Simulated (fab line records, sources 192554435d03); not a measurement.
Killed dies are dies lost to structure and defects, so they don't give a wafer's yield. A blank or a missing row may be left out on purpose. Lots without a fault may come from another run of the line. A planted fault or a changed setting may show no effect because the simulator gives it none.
Split-lot experiment | flow n5_finfet | 7 lots, 39 wafers read, on a route of 1938 steps

THE SPLIT
At N5_FIN_CUT_ETCH_21 (etches SOC in N2/H2, target depth 219 nm, overetch 43.8 nm, time 523.5 s), the setting bias_w was moved away from the recipe's 61 W on 18 of the 39 wafers read, by -18.5% to +16.3%. The other wafers ran this setting at the recipe's value.

The reading is taken at the split's own step.

THE READING
rf_vpp_V, in V, at N5_FIN_CUT_ETCH_21 (etches SOC in N2/H2, target depth 219 nm, overetch 43.8 nm, time 523.5 s). Fault-free wafers of this fab line usually give 241.0 V, standard deviation 1.3 V.

wafer  | tool, chamber at the split | bias_w as run, W | against the recipe | rf_vpp_V, V | against lot-mates on the recipe
L076.1 | rie_diel-04, 3             | 61               | recipe             | 240.3       | -
L076.2 | rie_diel-04, 1             | 67.62            | +10.9%             | 255.5       | +13.6
L076.3 | rie_diel-04, 2             | 67.62            | +10.9%             | 257.6       | +15.7
L076.4 | rie_diel-04, 0             | 61               | recipe             | 242.2       | -
L076.5 | rie_diel-04, 1             | 67.62            | +10.9%             | 254.5       | +12.6
L076.6 | rie_diel-04, 0             | 61               | recipe             | 243.1       | -
L080.1 | rie_diel-06, 2             | 61               | recipe             | 244.3       | -
L080.2 | rie_diel-06, 3             | 61               | recipe             | 241.8       | -
L080.3 | rie_diel-06, 0             | 61               | recipe             | 242.2       | -
L080.4 | rie_diel-06, 1             | 49.73            | -18.5%             | 211.7       | -31.1
L080.5 | rie_diel-06, 0             | 49.73            | -18.5%             | 211.4       | -31.4
L080.6 | rie_diel-06, 3             | 49.73            | -18.5%             | 209.9       | -32.9
L083.1 | rie_diel-06, 3             | 61               | recipe             | 241.8       | -
L083.2 | rie_diel-06, 1             | 70.42            | +15.4%             | 265.9       | +23.6
L083.3 | rie_diel-06, 0             | 61               | recipe             | 242.7       | -
L083.4 | rie_diel-06, 2             | 70.42            | +15.4%             | 265.4       | +23.1
L083.5 | rie_diel-06, 2             | 61               | recipe             | 242.4       | -
L083.6 | rie_diel-06, 3             | 70.42            | +15.4%             | 262.9       | +20.6
L086.3 | rie_diel-02, 2             | 61               | recipe             | 239.8       | -
L086.4 | rie_diel-02, 3             | 61               | recipe             | 243.1       | -
L086.6 | rie_diel-02, 2             | 61               | recipe             | 239.6       | -
L088.1 | rie_diel-06, 1             | 61               | recipe             | 241.8       | -
L088.2 | rie_diel-06, 2             | 70.93            | +16.3%             | 265.8       | +24.6
L088.3 | rie_diel-06, 3             | 70.93            | +16.3%             | 263.5       | +22.3
L088.4 | rie_diel-06, 0             | 70.93            | +16.3%             | 266.8       | +25.6
L088.5 | rie_diel-06, 0             | 61               | recipe             | 241.0       | -
L088.6 | rie_diel-06, 1             | 61               | recipe             | 240.8       | -
L096.1 | rie_diel-02, 0             | 61               | recipe             | 240.4       | -
L096.2 | rie_diel-02, 3             | 51.04            | -16.3%             | 215.7       | -25.1
L096.3 | rie_diel-02, 1             | 61               | recipe             | 240.8       | -
L096.4 | rie_diel-02, 2             | 51.04            | -16.3%             | 213.3       | -27.5
L096.5 | rie_diel-02, 1             | 61               | recipe             | 241.2       | -
L096.6 | rie_diel-02, 2             | 51.04            | -16.3%             | 213.5       | -27.3
L097.1 | rie_diel-06, 3             | 61               | recipe             | 240.2       | -
L097.2 | rie_diel-06, 0             | 55.98            | -8.2%              | 227.3       | -14.1
L097.3 | rie_diel-06, 1             | 55.98            | -8.2%              | 229.2       | -12.2
L097.4 | rie_diel-06, 2             | 61               | recipe             | 242.5       | -
L097.5 | rie_diel-06, 0             | 61               | recipe             | 241.4       | -
L097.6 | rie_diel-06, 3             | 55.98            | -8.2%              | 226.5       | -14.9

THE FIT
A straight line over all 39 wafers: rf_vpp_V changes by +1.56 V for each +1% of bias_w; r = +1.00; the points scatter about the line by 1.5 V.
The same after taking each lot's own level away (the mean of its wafers on the recipe; 39 wafers): +1.56 V for each +1%; r = +1.00; scatter 1.5 V.
On that fit, the largest move of bias_w shifts the reading by 29 V.
The lots' own levels span 240.80 to 242.77 V, that is 1.5 times the standard deviation above.
So the lot-to-lot level changes the slope little: the two slopes agree.
Check: with one of the wafers moved furthest among these (-18.5%) left out of the fit, the line predicts -29.5 V for it against its lot-mates. It came out at -31.1 V against them.
Tool readings at the split's step, against how far the setting was moved: rf_vpp_V r = +1.00.

OTHER SPLITS ON THESE WAFERS
These wafers also went through other splits before the reading. Each is held against what the fit with the lots' levels taken away leaves over:
other split on the same wafers    | wafers away from the commonest value | r with rf_vpp_V (lot level and that fit taken away)
N5_WELL_APT_EXPOSE_05 dose_mj     | 18                                   | +0.03
N5_WELL_APT_IMPLANT_31 energy_kev | 18                                   | -0.24

THE WHOLE CHAIN: every reading that the file lists as answering this split, in the file's order
step               | what it does                                                             | reading                                                                          | change (the file's fit)               | r (the file's)
N5_FIN_CUT_ETCH_21 | etches SOC in N2/H2, target depth 219 nm, overetch 43.8 nm, time 523.5 s | rf_vpp_V                                                                         | +1.56 V for each +1% of the setting   | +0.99
N5_FIN_CUT_ETCH_21 | etches SOC in N2/H2, target depth 219 nm, overetch 43.8 nm, time 523.5 s | SiARC_of_FIN_CUT_COAT_19.thk_nm (the simulator's own value, which no gauge read) | -0.053 nm for each +1% of the setting | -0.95

THE FILE'S OWN FIT
rf_vpp_V changes by +1.56 V for each +1% of bias_w, r = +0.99.
